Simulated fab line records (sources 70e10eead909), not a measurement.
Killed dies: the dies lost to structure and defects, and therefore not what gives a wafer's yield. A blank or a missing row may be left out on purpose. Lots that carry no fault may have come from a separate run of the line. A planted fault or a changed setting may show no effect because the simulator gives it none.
Matching of chambers	flow nand-harc	rie-diel-06 running NHARC_A_CONTACT_ETCH_90: 4 sister chambers
The step etches the open film in CH3F/O2, target depth 40 nm, time 85.7 s. 8 wafers are shown with their chamber, then 8 later ones without.

## WAFERS, EACH WITH ITS CHAMBER
wafer	chamber	showerhead-plenum-p-Torr (Torr)	drypump-motor-current-A (A)
L083.5	1	2.60	5.2
L086.1	0	2.64	5.7
L086.3	3	2.28	5.0
L086.4	2	2.65	4.8
L087.2	1	2.59	5.1
L087.3	3	2.28	5.1
L087.5	2	2.64	4.8
L089.2	0	2.64	5.6

## WAFERS WHOSE CHAMBER IS MISSING
wafer	showerhead-plenum-p-Torr (Torr)	drypump-motor-current-A (A)
L089.4	2.59	5.1
L089.5	2.28	5.0
L095.2	2.64	4.8
L095.4	2.63	5.6
L095.5	2.65	5.0
L097.2	2.65	5.0
L097.4	2.58	5.2
L097.6	2.63	4.8

## EACH ONE'S CHAMBER
wafer	from the rows above	in truth
L089.4	1	1
L089.5	3	3
L095.2	2	2
L095.4	0	0
L095.5	2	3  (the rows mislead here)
L097.2	2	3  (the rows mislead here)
L097.4	1	1
L097.6	2	2
Placed correctly: 6 of 8. Number that these rows cannot place: 0. 2 placed wrongly.
How it was worked out, from the rows above alone: a wafer's distance from a chamber is the root of the sum, over the readings, of the square of ((its reading less the chamber's mean) divided by the reading's scatter). If the next closest chamber is less than 2 further off than the closest, the wafer can't be placed; otherwise it belongs to the closest. The mean given for a chamber averages the wafers shown for that chamber. How the scatter is found: for the shown wafers, subtract from each reading the mean of its chamber, square and add these, divide the total by (wafers less chambers), then take the root.
